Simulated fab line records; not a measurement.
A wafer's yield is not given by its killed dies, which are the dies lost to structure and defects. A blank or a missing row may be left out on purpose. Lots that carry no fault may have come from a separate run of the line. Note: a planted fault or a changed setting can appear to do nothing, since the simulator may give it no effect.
Which tool was responsible?	flow n5Finfet	11 lots with 32 wafers sampled at 3 steps, on a route of 1938 steps

WHAT THE GAUGES SHOWED, per wafer
N5_PASSIVATION_OVL_MEAS_63.
lot	measured	on	PAD_OVL (nm)
L664	day 11 19:22	overlay-01	2 5 0
L668	day 12 12:06	overlay-01	-1 -8
L670	day 12 20:06	overlay-01	-2 3 2
L674	day 14 16:29	overlay-02	-5 -9 -4
L681	day 15 14:15	overlay-01	-3 -1 -2
L683	day 16 04:56	overlay-01	1 -1 -5
L682	day 16 14:53	overlay-02	1 2 3
L684	day 16 22:53	overlay-01	-9 -1 -10
L685	day 17 16:51	overlay-02	2 -4 -1
L686	day 18 09:01	overlay-02	1 3 9
L687	day 18 09:22	overlay-01	4 2 3

TOOL THAT RAN EACH LOT (tool first, then ch and the chambers of the sampled wafers, then the start)
lot	N5_PASSIVATION_PASS_ETCH_74	N5_PASSIVATION_ETCH_15
L664	rieDiel-05 ch 1,2,3, day 11 18:01	rieDiel-05 ch 1,2,3, day 11 19:22 or earlier
L668	rieDiel-05 ch 0,3, day 12 09:24	rieDiel-05 ch 0,3, day 12 12:06 or earlier
L670	rieDiel-04 ch 2,3, day 12 18:22	rieDiel-04 ch 2,3, day 12 20:06 or earlier
L674	rieDiel-05 ch 0,2,3, day 14 15:02	rieDiel-05 ch 0,2,3, day 14 16:29 or earlier
L681	rieDiel-05 ch 0,1, day 15 13:01	rieDiel-05 ch 0,1, day 15 14:15 or earlier
L683	rieDiel-04 ch 2,3, day 16 03:45	rieDiel-04 ch 2,3, day 16 04:56 or earlier
L682	rieDiel-04 ch 0,2,3, day 16 13:25	rieDiel-04 ch 0,2,3, day 16 14:53 or earlier
L684	rieDiel-04 ch 2,3, day 16 20:51	rieDiel-04 ch 2,3, day 16 22:53 or earlier
L685	rieDiel-05 ch 1,2,3, day 17 15:12	rieDiel-05 ch 1,2,3, day 17 16:51 or earlier
L686	rieDiel-04 ch 0,3, day 18 06:59	rieDiel-04 ch 0,3, day 18 09:01 or earlier
L687	rieDiel-05 ch 0,2, day 18 07:07	rieDiel-05 ch 0,2, day 18 09:22 or earlier
- N5_PASSIVATION_PASS_ETCH_74: etches SiNx in CF4/O2, target depth 220 nm, time 110 s.
- N5_PASSIVATION_ETCH_15: etches SiCN in CF4/N2, target depth 75 nm, time 81.2 s.

AS READ BY THE TOOLS THEMSELVES (means over the sampled wafers that have a number; for cases with no such wafer, the mark the record gives instead)
N5_PASSIVATION_PASS_ETCH_74.
lot	tool	cf4FlowSccm (sccm)	drypumpMotorCurrentA (A)	oesProductAu (a.u.)	rfVppV (V)	showerheadPlenumPTorr (Torr)	throttleValvePct (%)
L664	rieDiel-05	99.72	5.4	0.78	240.2	2.15	15.96
L668	rieDiel-05	100.51	5.8	0.74	239.9	2.20	16.13
L670	rieDiel-04	100.11	5.6	0.79	237.6	2.18	16.25
L674	rieDiel-05	100.06	5.6	0.76	240.4	2.20	16.10
L681	rieDiel-05	99.81	5.7	0.67	242.7	2.15	16.32
L683	rieDiel-04	100.01	5.6	0.77	236.4	2.17	16.30
L682	rieDiel-04	99.80	5.7	0.78	238.0	2.15	16.20
L684	rieDiel-04	100.04	5.6	0.75	237.9	2.17	16.30
L685	rieDiel-05	100.14	5.4	0.74	240.1	2.14	16.04
L686	rieDiel-04	99.99	5.3	0.73	237.8	2.17	16.32
L687	rieDiel-05	100.25	5.4	0.83	239.5	2.22	16.03

N5_PASSIVATION_ETCH_15.
lot	tool	cf4FlowSccm (sccm)	drypumpMotorCurrentA (A)	n2FlowSccm (sccm)	oesProductAu (a.u.)	rfVppV (V)	showerheadPlenumPTorr (Torr)	throttleValvePct (%)
L664	rieDiel-05	60.23	5.4	60.08	0.78	380.1	2.15	15.41
L668	rieDiel-05	60.08	5.8	60.24	0.74	382.8	2.20	15.58
L670	rieDiel-04	60.14	5.6	59.99	0.79	382.1	2.18	15.70
L674	rieDiel-05	59.95	5.6	59.96	0.76	382.4	2.20	15.55
L681	rieDiel-05	59.87	5.7	59.90	0.67	380.6	2.15	15.79
L683	rieDiel-04	60.04	5.6	60.00	0.77	381.7	2.17	15.75
L682	rieDiel-04	59.91	5.8	60.01	0.78	381.5	2.15	15.66
L684	rieDiel-04	60.01	5.6	59.98	0.76	381.9	2.17	15.75
L685	rieDiel-05	60.10	5.4	59.92	0.74	380.1	2.14	15.49
L686	rieDiel-04	59.88	5.3	59.91	0.73	381.2	2.17	15.78
L687	rieDiel-05	59.99	5.4	59.83	0.83	383.2	2.22	15.48

THE ANSWER, worked out from the rows above alone
Rule: the usual values come from the lots themselves. Put in order of their means at a reading, lots are off if they are a third of the lots or fewer, leave a main group of 4 or more, and stand apart from it by a gap of 3 or more times the standard deviation of the main group's means; of several such gaps the widest counts. A main group whose means are all the same, to the digits that the tables above print for the reading, isn't used. Also off: a lot with no number at a reading for which 4 or more lots have one. Any other lot the step has rows for is counted as sound. First the gauges in route order, then the tools' own readings, where a lot's mean is used as printed above. At the first step where some lot is off, the reading lying furthest off is the one used; lots without a number count as furthest.
Nothing can be told from this: no lot is off at any reading shown.

WHAT THE SIMULATOR HAD INSERTED
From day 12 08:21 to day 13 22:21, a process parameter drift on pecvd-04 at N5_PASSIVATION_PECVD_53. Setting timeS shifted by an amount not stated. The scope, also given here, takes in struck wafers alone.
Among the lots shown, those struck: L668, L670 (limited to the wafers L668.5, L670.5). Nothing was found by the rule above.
